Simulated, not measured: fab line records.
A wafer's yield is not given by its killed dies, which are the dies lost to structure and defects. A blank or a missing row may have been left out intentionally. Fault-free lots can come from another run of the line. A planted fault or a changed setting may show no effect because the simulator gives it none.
fab line records	flow n5Finfet
record: lots: 10	wafers: 30	lastDay: 18
route steps=1938 shown MOL_CONTACT_COAG@624 BEOL_M0_SAQP@649 BEOL_M4@1111 PASSIVATION@1936
lots that met no fault: taken from a fault-free run of the same line
startH: hours from the record's first day to the start of the lot's first wafer shown	waitH: hours since the lot's step before	" as in the row above	L1.1+2: a single row standing in for several wafers	- either no value or no given start	* or withheld: withheld	< > ~ a bound
route shown NAME@n: NAME is a module with steps in the file, n the number in the route of the first one	usual: mean/standard deviation of fault-free wafers	same: alike in all rows	chamber/n: place in a boat	sites: readings site by site	_std_site: their standard deviation	_edge_site: inner sites' mean taken away from outer sites' mean	radiusMm: for every site, how far away it sits from the centre of the wafer	mask NAME#n: copy n	behind: tool/chamber where the wafer was last shaped	hold: the reason the lot was held/the length of the hold in hours/how it ended	device: whichever transistor did not switch (one of n, p or np)	end of line: the same wafers' tests at the end of the route	for a step that has no rows: nothing shown but its recipe	killed: dies that structure and defects cost at the first sort, which is not the same as the wafer's yield	map: dies across one wafer; x = killed, . = not, _ = none there
set.NAME: the setting as run; set.NAME@STEP: as run at that earlier step	model.NAME: the simulator's own value behind a step, which no gauge read
a sample of lots followed through the steps of the route, with each step as a table and each wafer as a row
services: from which hour (startH, from the record's first day; less than 0 if before it) a tool's chamber was out of use, for how many hours, and why
== steps ==
step: N5_MOL_CONTACT_COAG_CVD_140
recipe: material: W	targetThkA: 665	mode: selectiveFill	tempC: 300	timeS: 215
usual: heaterPowerW: 509/38
lot.wafer	tool	chamber	startH	waitH	heaterPowerW
L486.1	cvdW-01	1	106.14	0.1	519
L486.3	"	1	"	"	502
L486.5	"	0	"	"	450
L492.2	cvdW-01	1	138.74	0.1	505
L492.3	"	1	"	"	515
L492.4	"	0	"	"	447
L496.1	cvdW-02	0	159.27	0.1	527
L496.2	"	1	"	"	523
L496.4	"	1	"	"	533
L497.2	cvdW-02	0	171.57	0.1	544
L497.4	"	0	"	"	531
L497.6	"	0	"	"	533
L500.2	cvdW-01	1	191.17	0.1	518
L500.3	"	0	"	"	448
L500.5	"	0	"	"	440
L501.3	cvdW-02	0	195.95	0.1	537
L501.5	"	0	"	"	522
L501.6	"	1	"	"	541
L502.1	cvdW-02	1	199.99	0.1	556
L502.3	"	1	"	"	558
L502.6	"	1	"	"	541
L503.1	cvdW-01	1	209.27	0.1	521
L503.2	"	0	"	"	455
L503.3	"	1	"	"	496
L504.2	cvdW-02	0	211.39	0.1	544
L504.4	"	0	"	"	537
L504.6	"	1	"	"	532
L507.2	cvdW-01	0	227.27	0.1	452
L507.5	"	0	"	"	445
L507.6	"	1	"	"	522
step: N5_BEOL_M0_SAQP_CD_MEAS_14
recipe: targetCdNm: 42.5	landingEnergyEv: 500	detector: seInlens
usual: cdNm: 42.6/0.35
lot.wafer	tool	chamber	startH	waitH	cdNm
L486.1	cdSem-02	0	112.44	-	42.4
L486.3	"	0	"	"	42.6
L486.5	"	0	"	"	41.9
L492.2	cdSem-01	0	144.81	-	42.8
L492.3	"	0	"	"	42.9
L492.4	"	0	"	"	42.8
L496.1	cdSem-02	0	167.17	-	42.3
L496.2	"	0	"	"	42.8
L496.4	"	0	"	"	42.5
L497.2	cdSem-01	0	234.24	-	41.9
L497.4	"	0	"	"	42.5
L497.6	"	0	"	"	42.3
L500.2	cdSem-02	0	234.51	-	42.7
L500.3	"	0	"	"	42.3
L500.5	"	0	"	"	43.1
L507.2	cdSem-01	0	234.67	-	42.4
L507.5	"	0	"	"	42.2
L507.6	"	0	"	"	42.6
L501.3	cdSem-02	0	234.87	-	42.5
L501.5	"	0	"	"	42.7
L501.6	"	0	"	"	42.6
L502.1	cdSem-01	0	234.91	-	43.0
L502.3	"	0	"	"	42.7
L502.6	"	0	"	"	42.8
L503.1	cdSem-01	0	235.20	-	42.7
L503.2	"	0	"	"	43.0
L503.3	"	0	"	"	43.2
L504.2	cdSem-03	0	235.42	-	42.9
L504.4	"	0	"	"	42.8
L504.6	"	0	"	"	42.9
step: N5_BEOL_M0_SAQP_ETCH_83
recipe: chemistry: CF4	target: SiARC	targetDepthA: 390	maskMaterial: CAR-ArF	timeS: 65	ionEnergyEv: 80	pressureMtorr: 40	sourceW: 545	biasW: 36	Ar_flow_sccm: 100	cf4FlowSccm: 100	ends: cleared
usual: chamberPressureMTorr: 40.00/0.033	drypumpMotorCurrentA: 5.6/0.63	etchRfOnTimeS: 65.0/1.3	oesProductAu: 0.64/0.06	rfVppV: 184.2/1.1	showerheadPlenumPTorr: 2.16/0.06	throttleValvePct: 15.72/0.22
lot.wafer	tool	chamber	startH	waitH	chamberPressureMTorr	drypumpMotorCurrentA	etchRfOnTimeS	oesProductAu	rfHoursCounterH	rfVppV	showerheadPlenumPTorr	throttleValvePct
L486.1	rieDiel-01	3	112.61	0.0	40.02	4.7	64.2	0.62	205	184.4	2.12	15.86
L486.3	"	0	"	"	40.05	5.0	65.1	0.67	136	185.5	2.24	15.89
L486.5	"	0	"	"	40.02	5.0	64.9	0.67	-	184.4	2.24	15.88
L492.2	rieDiel-06	0	144.94	0.0	40.02	6.3	65.0	0.72	64	184.6	2.24	15.31
L492.3	"	3	"	"	39.97	5.4	63.9	0.64	168	184.3	2.14	15.71
L492.4	"	3	"	"	40.02	5.5	63.7	0.65	-	184.8	2.14	15.69
L496.1	rieDiel-01	3	167.30	0.0	40.04	4.7	65.3	0.60	221	183.4	2.12	15.90
L496.2	"	2	"	"	39.92	5.5	66.9	0.65	145	184.4	2.15	15.84
L496.4	"	1	"	"	40.01	5.2	63.6	0.59	222	185.6	2.21	15.67
L497.2	rieDiel-05	0	234.89	0.0	39.98	6.7	64.2	0.59	224	183.2	2.04	16.06
L497.4	"	1	"	"	40.01	6.7	66.5	0.61	180	182.0	2.05	15.80
L497.6	"	1	"	"	39.97	6.7	66.8	0.61	-	183.5	2.06	15.80
L500.2	rieDiel-01	0	234.94	0.0	40.02	5.0	64.9	0.64	176	186.0	2.23	15.96
L500.3	"	2	"	"	39.99	5.6	66.0	0.64	167	184.3	2.14	15.89
L500.5	"	1	"	"	39.94	5.2	64.1	0.58	-	185.9	2.20	15.73
L507.2	rieDiel-06	0	235.25	0.0	40.03	6.4	64.3	0.69	85	184.3	2.24	15.35
L507.5	"	3	"	"	40.02	5.4	63.3	0.63	-	183.7	2.13	15.74
L507.6	"	0	"	"	40.02	6.4	63.6	0.70	-	185.2	2.24	15.34
L501.3	rieDiel-05	1	235.44	0.0	39.98	6.7	66.2	0.61	180	183.4	2.05	15.80
L501.5	"	1	"	"	39.95	6.7	66.4	0.62	-	182.5	2.05	15.79
L501.6	"	0	"	"	39.98	6.7	65.0	0.59	-	182.3	2.04	16.09
L502.1	rieDiel-06	0	235.50	0.0	39.99	6.4	65.1	0.69	85	184.0	2.24	15.35
L502.3	"	2	"	"	39.97	6.5	64.4	0.76	18	184.1	2.11	15.24
L502.6	"	1	"	"	40.02	5.4	68.3	0.59	-	182.4	2.12	15.76
L503.1	rieDiel-01	0	235.72	0.0	39.98	5.0	65.1	0.64	176	183.6	2.23	15.94
L503.2	"	1	"	"	39.99	5.2	63.4	0.59	245	184.8	2.20	15.73
L503.3	"	3	"	"	40.04	4.7	64.4	0.60	244	184.1	2.11	15.94
L504.2	rieDiel-01	3	235.98	0.0	40.02	4.7	64.7	0.59	244	184.3	2.11	15.93
L504.4	"	1	"	"	39.95	5.2	63.5	0.58	245	185.4	2.20	15.74
L504.6	"	0	"	"	40.05	5.0	65.1	0.64	-	186.1	2.23	15.95
step: N5_BEOL_M0_SAQP_STRIP_115
recipe: chemistry: postEtchResidueRemover	timeS: 60	tempC: 25	removerPh: withheld	removerWaterWtPct: withheld	removerFluorideWtPct: withheld
usual: runLengthS: 68.7/2.9	tempC: 25.00/0.1
lot.wafer	tool	chamber	startH	waitH	runLengthS	tempC
L486.1	wetBench-04	0	113.26	-	66.8	24.92
L486.3	"	7	"	"	65.7	25.00
L486.5	"	6	"	"	66.7	24.89
L492.2	wetBench-01	1	145.41	-	68.1	25.04
L492.3	"	7	"	"	66.3	25.04
L492.4	"	6	"	"	67.3	25.06
L496.1	wetBench-04	4	167.75	-	-	-
L496.2	"	0	"	"	-	-
L496.4	"	5	"	"	-	-
L497.2	wetBench-02	7	235.44	-	-	-
L497.4	"	2	"	"	-	-
L497.6	"	6	"	"	-	-
L500.2	wetBench-01	2	235.46	-	66.3	25.03
L500.3	"	3	"	"	68.0	24.94
L500.5	"	6	"	"	66.9	25.09
L507.2	wetBench-02	4	235.71	-	74.1	25.03
L507.5	"	7	"	"	71.2	24.91
L507.6	"	6	"	"	72.0	25.00
L501.3	wetBench-01	0	235.92	-	66.6	24.86
L501.5	"	4	"	"	66.4	24.93
L501.6	"	7	"	"	66.4	25.13
L502.1	wetBench-02	4	235.96	-	73.5	24.76
L502.3	"	3	"	"	73.3	25.06
L502.6	"	2	"	"	71.9	25.05
L503.1	wetBench-01	6	236.26	-	67.1	24.82
L503.2	"	7	"	"	66.8	25.00
L503.3	"	4	"	"	65.8	25.09
L504.2	wetBench-04	4	236.39	-	72.6	24.89
L504.4	"	7	"	"	71.4	24.96
L504.6	"	5	"	"	72.8	25.02
step: N5_BEOL_M4_RC_MEAS_101
usual: DIBL_N: 36.3/1.9	DIBL_P: 36.0/2.1	IOFF_N: 0.16/0.031	IOFF_P: 0.21/0.035	ION_N: 675/14	ION_P: 464/8.5	SS_N: 71.5/0.6	SS_P: 73.3/0.72	VT_N: 250/3.2	VT_P: -250/3.1
lot.wafer	tool	chamber	startH	waitH	DIBL_N[mV/V]	DIBL_P[mV/V]	IOFF_N[nA/um]	IOFF_P[nA/um]	ION_N[uA/um]	ION_P[uA/um]	SS_N[mV/dec]	SS_P[mV/dec]	VT_N[mV]	VT_P[mV]
L486.1	prober-02	0	162.43	0.0	37.9	38.3	0.19	0.27	683	472	71.8	74.1	247	-245
L486.3	"	0	"	"	38.2	39.7	0.21	0.31	705	484	71.7	74.4	245	-244
L486.5	"	0	"	"	37.5	38.2	0.19	0.27	688	470	71.7	74.0	245	-246
L492.2	prober-02	0	198.42	0.2	39.9	40.2	0.22	0.26	692	471	72.2	75.1	247	-246
L492.3	"	0	"	"	38.3	37.8	0.18	0.23	689	473	71.7	73.6	247	-246
L492.4	"	0	"	"	37.1	35.9	0.17	0.21	701	477	71.5	74.6	246	-248
L496.1	prober-01	0	214.27	0.0	35.1	35.4	0.14	0.20	681	474	71.3	72.9	250	-250
L496.2	"	0	"	"	34.2	34.7	0.13	0.19	668	459	71.3	73.1	254	-251
L496.4	"	0	"	"	34.3	32.9	0.11	0.15	656	449	71.3	72.6	259	-254
L500.2	prober-01	0	285.25	0.2	37.7	35.8	0.17	0.22	691	473	72.6	73.5	248	-246
L500.3	"	0	"	"	36.4	34.5	0.15	0.19	675	462	72.1	72.9	250	-251
L500.5	"	0	"	"	37.2	34.4	0.16	0.19	676	460	72.3	72.9	251	-251
L507.2	prober-02	0	288.12	0.2	38.4	36.3	0.17	0.21	663	453	72.6	73.2	250	-250
L507.5	"	0	"	"	35.6	34.7	0.12	0.19	668	464	71.1	73.2	252	-251
L507.6	"	0	"	"	38.0	37.4	0.16	0.22	676	460	72.0	74.0	248	-246
L502.1	prober-02	0	295.30	0.0	39.3	40.2	0.22	0.29	696	484	72.3	74.4	246	-245
L502.3	"	0	"	"	36.0	35.6	0.15	0.19	694	475	70.8	73.4	249	-251
L502.6	"	0	"	"	36.2	36.0	0.15	0.20	686	472	71.5	73.3	249	-252
L497.2	prober-01	0	295.61	0.2	38.0	36.9	0.18	0.25	688	464	71.5	73.6	248	-250
L497.4	"	0	"	"	39.8	38.6	0.22	0.28	686	470	72.1	74.4	247	-246
L497.6	"	0	"	"	36.5	34.7	0.15	0.21	667	458	71.7	72.7	251	-250
L501.3	prober-01	0	302.67	0.3	33.1	32.6	0.11	0.14	665	450	69.9	72.3	255	-255
L501.5	"	0	"	"	37.4	37.9	0.17	0.21	680	470	71.8	73.6	253	-252
L501.6	"	0	"	"	33.9	34.1	0.12	0.15	664	453	70.9	72.7	254	-255
L504.2	prober-02	0	307.71	0.2	37.5	35.8	0.16	0.21	694	471	71.5	74.1	249	-249
L504.4	"	0	"	"	39.9	38.6	0.21	0.25	683	462	72.6	74.0	245	-247
L504.6	"	0	"	"	40.5	39.5	0.24	0.27	715	481	72.2	74.0	244	-245
L503.1	prober-01	0	313.40	0.0	38.9	37.9	0.18	0.24	673	462	71.4	74.0	248	-249
L503.2	"	0	"	"	36.9	34.5	0.15	0.19	673	456	71.2	73.6	249	-252
L503.3	"	0	"	"	37.8	36.4	0.15	0.22	648	451	72.2	74.2	253	-252
step: N5_PASSIVATION_PROBE_49
usual: defectLimitedYield: 91.0/1.5	killed_at_M0_to_M3: 32/9.6	killed_at_M4_up: 13/4.7	killedAtContacts: 13/7.2	killedAtFrontEnd: 44/13	killedAtOther: 4/3.4	killedDies: 106/18	killedOnRim: 14/4.2	killedOpen: 70/13	killedShort: 35/8	sort_bin_5_function: 5.3/0.97	sort_bin_6_memory: 3.4/0.73	sortNPass: 1074/18	sortYieldPct: 91.0/1.5
same: grossDies: 1180	killedAtBackSide: 0	sort_bin_4_leakage[%]: 0	sort_bin_8_speed[%]: 0
lot.wafer	tool	chamber	startH	waitH	defectLimitedYield[%]	killed_at_M0_to_M3	killed_at_M4_up	killedAtContacts	killedAtFrontEnd	killedAtOther	killedDies	killedOnRim	killedOpen	killedShort	sort_bin_5_function[%]	sort_bin_6_memory[%]	sortNPass	sortYieldPct[%]
L486.1	prober-01	-	249.84	0.0	90.9	24	11	1	61	10	107	14	57	49	5.8	2.9	1073	90.9
L486.3	prober-01	-	249.94	0.1	91.9	46	15	3	27	4	95	8	67	28	5.0	2.7	1085	91.9
L486.5	prober-01	-	250.04	0.2	91.8	31	19	5	33	9	97	12	61	36	4.3	3.5	1083	91.8
L500.2	prober-02	-	375.95	0.1	92.5	41	8	6	32	2	89	13	59	28	5.2	2.1	1091	92.5
L500.3	prober-02	-	376.00	0.1	92.2	36	12	14	30	0	92	10	56	34	4.8	2.7	1088	92.2
L500.5	prober-02	-	376.10	0.2	93.9	22	15	14	20	1	72	8	46	23	3.2	2.6	1108	93.9
L502.1	prober-02	-	396.76	0.0	89.8	41	14	8	56	1	120	15	80	33	6.2	3.6	1060	89.8
L502.3	prober-02	-	396.86	0.1	90.6	41	10	5	52	3	111	18	77	29	5.1	3.9	1069	90.6
L502.6	prober-02	-	397.01	0.3	90.7	25	10	28	47	0	110	14	74	30	5.9	2.5	1070	90.7
L497.6	prober-01	-	402.65	0.3	87.6	50	13	13	70	0	146	20	99	44	6.5	4.9	1034	87.6
L503.1	prober-01	-	425.08	0.0	89.5	33	16	26	47	2	124	15	87	36	5.8	4.3	1056	89.5
L503.2	prober-01	-	425.13	0.1	91.6	31	7	15	43	3	99	9	60	37	4.7	3.3	1081	91.6
L503.3	prober-01	-	425.18	0.1	91.0	22	11	20	50	3	106	16	63	42	5.3	3.2	1074	91.0
L501.3	prober-02	-	425.17	0.1	89.3	19	11	13	76	7	126	17	68	55	6.4	3.9	1054	89.3
L501.5	prober-02	-	425.27	0.2	91.3	29	17	12	42	3	103	12	58	37	5.4	3.0	1077	91.3
L501.6	prober-02	-	425.32	0.3	90.3	43	10	10	47	5	115	17	76	30	4.7	4.2	1065	90.3
killed by level:class
L486.1 FIN_SAQP:geometricParticle:short=25 FIN_SAQP:geometricParticle:open=23 BEOL_M0_SAQP:geometricParticle:open=6 BEOL_M0_SAQP:geometricParticle:short=5 BEOL_M1:geometricParticle:open=5 GATE_CUT:geometricParticle:short=4 STI_FIN_REVEAL:geometricParticle:open=3 BEOL_M1:geometricParticle:short=3
L486.3 BEOL_M2:geometricParticle:open=13 FIN_SAQP:geometricParticle:open=8 BEOL_M1:geometricParticle:open=8 BEOL_M0_SAQP:geometricParticle:short=7 BEOL_M3:geometricParticle:open=7 BEOL_M7:geometricParticle:open=6 FIN_SAQP:geometricParticle:short=4 STI_FIN_REVEAL:geometricParticle:open=4
L486.5 BEOL_M4:geometricParticle:open=9 FIN_SAQP:geometricParticle:open=8 GATE_CUT:geometricParticle:short=7 BEOL_M2:geometricParticle:open=5 BEOL_M1:geometricParticle:open=5 BEOL_M3:geometricParticle:open=5 DUMMY_GATE:geometricParticle:open=4 MOL_CONTACT_COAG:geometricParticle:open=4
L500.2 BEOL_M0_SAQP:geometricParticle:open=16 FIN_SAQP:geometricParticle:short=9 BEOL_M0_SAQP:geometricParticle:short=9 DUMMY_GATE:geometricParticle:open=6 MOL_CONTACT_COAG:geometricParticle:open=6 FIN_SAQP:geometricParticle:open=5 BEOL_M1:geometricParticle:open=4 BEOL_M2:geometricParticle:open=4
L500.3 BEOL_M0_SAQP:geometricParticle:open=13 MOL_CONTACT_COAG:geometricParticle:open=12 FIN_SAQP:geometricParticle:short=9 BEOL_M0_SAQP:geometricParticle:short=8 FIN_SAQP:geometricParticle:open=7 BEOL_M2:geometricParticle:open=6 GATE_CUT:geometricParticle:short=3 BEOL_M4:geometricParticle:open=3
L500.5 MOL_CONTACT_COAG:geometricParticle:open=12 BEOL_M0_SAQP:geometricParticle:open=8 BEOL_M0_SAQP:geometricParticle:short=7 FIN_SAQP:geometricParticle:open=6 BEOL_M4:geometricParticle:open=6 BEOL_M3:geometricParticle:open=4 STARTING-WAFER:geometricParticle:short=3 STARTING-WAFER:geometricParticle:open=3
L502.1 STI_FIN_REVEAL:geometricParticle:open=24 BEOL_M3:geometricParticle:open=10 BEOL_M1:geometricParticle:open=9 FIN_SAQP:geometricParticle:open=7 FIN_SAQP:geometricParticle:short=5 MOL_CONTACT_COAG:geometricParticle:open=5 BEOL_M0_SAQP:geometricParticle:short=5 BEOL_M4:geometricParticle:open=5
L502.3 STI_FIN_REVEAL:geometricParticle:open=12 DUMMY_GATE:geometricParticle:open=11 FIN_SAQP:geometricParticle:open=10 BEOL_M1:geometricParticle:open=10 BEOL_M2:geometricParticle:open=8 BEOL_M4:geometricParticle:open=7 BEOL_M3:geometricParticle:short=6 BEOL_M3:geometricParticle:open=5
L502.6 MOL_CONTACT_COAG:geometricParticle:open=19 STI_FIN_REVEAL:geometricParticle:open=14 MOL_CONTACT_COAG:geometricParticle:short=9 BEOL_M4:geometricParticle:open=7 FIN_SAQP:geometricParticle:short=6 FIN_SAQP:geometricParticle:open=6 BEOL_M0_SAQP:geometricParticle:open=5 BEOL_M0_SAQP:geometricParticle:short=5
L497.6 STI_FIN_REVEAL:geometricParticle:open=21 BEOL_M0_SAQP:geometricParticle:short=19 FIN_SAQP:geometricParticle:open=17 BEOL_M0_SAQP:geometricParticle:open=13 MOL_CONTACT_COAG:geometricParticle:open=11 FIN_SAQP:geometricParticle:short=8 BEOL_M4:geometricParticle:open=8 BEOL_M1:geometricParticle:open=6
L503.1 MOL_CONTACT_COAG:geometricParticle:open=22 STI_FIN_REVEAL:geometricParticle:open=18 BEOL_M0_SAQP:geometricParticle:short=11 BEOL_M0_SAQP:geometricParticle:open=7 BEOL_M1:geometricParticle:open=7 FIN_SAQP:geometricParticle:open=6 BEOL_M8:geometricParticle:open=6 DUMMY_GATE:geometricParticle:open=5
L503.2 MOL_CONTACT_COAG:geometricParticle:open=12 STI_FIN_REVEAL:geometricParticle:open=9 BEOL_M0:geometricParticle:open=7 STARTING-WAFER:geometricParticle:short=7 BEOL_M0_SAQP:geometricParticle:short=6 BEOL_M0_SAQP:geometricParticle:open=6 STI_FIN_REVEAL:geometricParticle:short=5 FIN_SAQP:geometricParticle:short=4
L501.3 FIN_SAQP:geometricParticle:short=28 FIN_SAQP:geometricParticle:open=23 MOL_CONTACT_COAG:geometricParticle:open=9 GATE_CUT:geometricParticle:short=8 ILD0:geometricParticle:open=6 BEOL_M2:geometricParticle:open=6 BEOL_M4:geometricParticle:open=5 STARTING-WAFER:geometricParticle:open=4
L503.3 MOL_CONTACT_COAG:geometricParticle:open=15 STI_FIN_REVEAL:geometricParticle:open=12 BEOL_M0_SAQP:geometricParticle:short=8 STI_FIN_REVEAL:geometricParticle:short=7 GATE_CUT:geometricParticle:short=6 MOL_CONTACT_COAG:geometricParticle:short=5 BEOL_M1:geometricParticle:open=5 BEOL_M3:geometricParticle:open=5
L501.5 FIN_SAQP:geometricParticle:short=16 MOL_CONTACT_COAG:geometricParticle:open=10 BEOL_M0_SAQP:geometricParticle:short=8 BEOL_M3:geometricParticle:open=8 FIN_SAQP:geometricParticle:open=7 STI_FIN_REVEAL:geometricParticle:open=5 BEOL_M0_SAQP:geometricParticle:open=4 BEOL_M0:geometricParticle:open=4
L501.6 FIN_SAQP:geometricParticle:open=13 BEOL_M2:geometricParticle:open=13 MOL_CONTACT_COAG:geometricParticle:open=10 BEOL_M0_SAQP:geometricParticle:short=10 BEOL_M0_SAQP:geometricParticle:open=7 FIN_SAQP:geometricParticle:short=6 HKMG_FIN:areaEtch=6 GATE_CUT:geometricParticle:open=5
== services ==
tool	chamber	startH	hours	kind
rieDiel-05	3	93.56	-	clean
rieDiel-05	3	93.56	-	consumableReplace:focusRing
rieDiel-05	3	93.56	-	consumableReplace:showerhead
rieDiel-05	3	93.56	27.5	scheduledDown
rieDiel-05	3	93.56	27.5	ventCycle
rieDiel-06	2	128.02	-	clean
rieDiel-06	2	128.02	-	consumableReplace:focusRing
rieDiel-06	2	128.02	22.3	scheduledDown
rieDiel-06	2	128.02	22.3	ventCycle
wetBench-02	-	156.88	3.1	repair
rieDiel-05	2	167.42	14.2	repair
rieDiel-06	-	168.33	28.1	pm
cvdW-02	-	184.94	1.7	repair
cvdW-01	1	191.69	9.3	repair
wetBench-02	-	197.28	0.8	repair
cvdW-02	0	199.00	2.3	repair
cvdW-01	-	204.53	2.5	repair
== key ==
firstSign: step: N5_BEOL_M0_SAQP_STRIP_115	reading: toolRecord	direction: missing
effect none on later readings
metAt N5_BEOL_M0_SAQP_STRIP_115
struckLots L496,L497
notActingAt N5_MOL_CONTACT_COAG_CVD_140,N5_BEOL_M0_SAQP_CD_MEAS_14,N5_BEOL_M0_SAQP_ETCH_83
onsetBetween 113.26 167.75
fault: kind: skippedStepWhole	tool: wetBench-02,wetBench-04	chamber: -	onsetH: 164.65	steps: N5_BEOL_M0_SAQP_STRIP_115	scope: struckLotsOnly
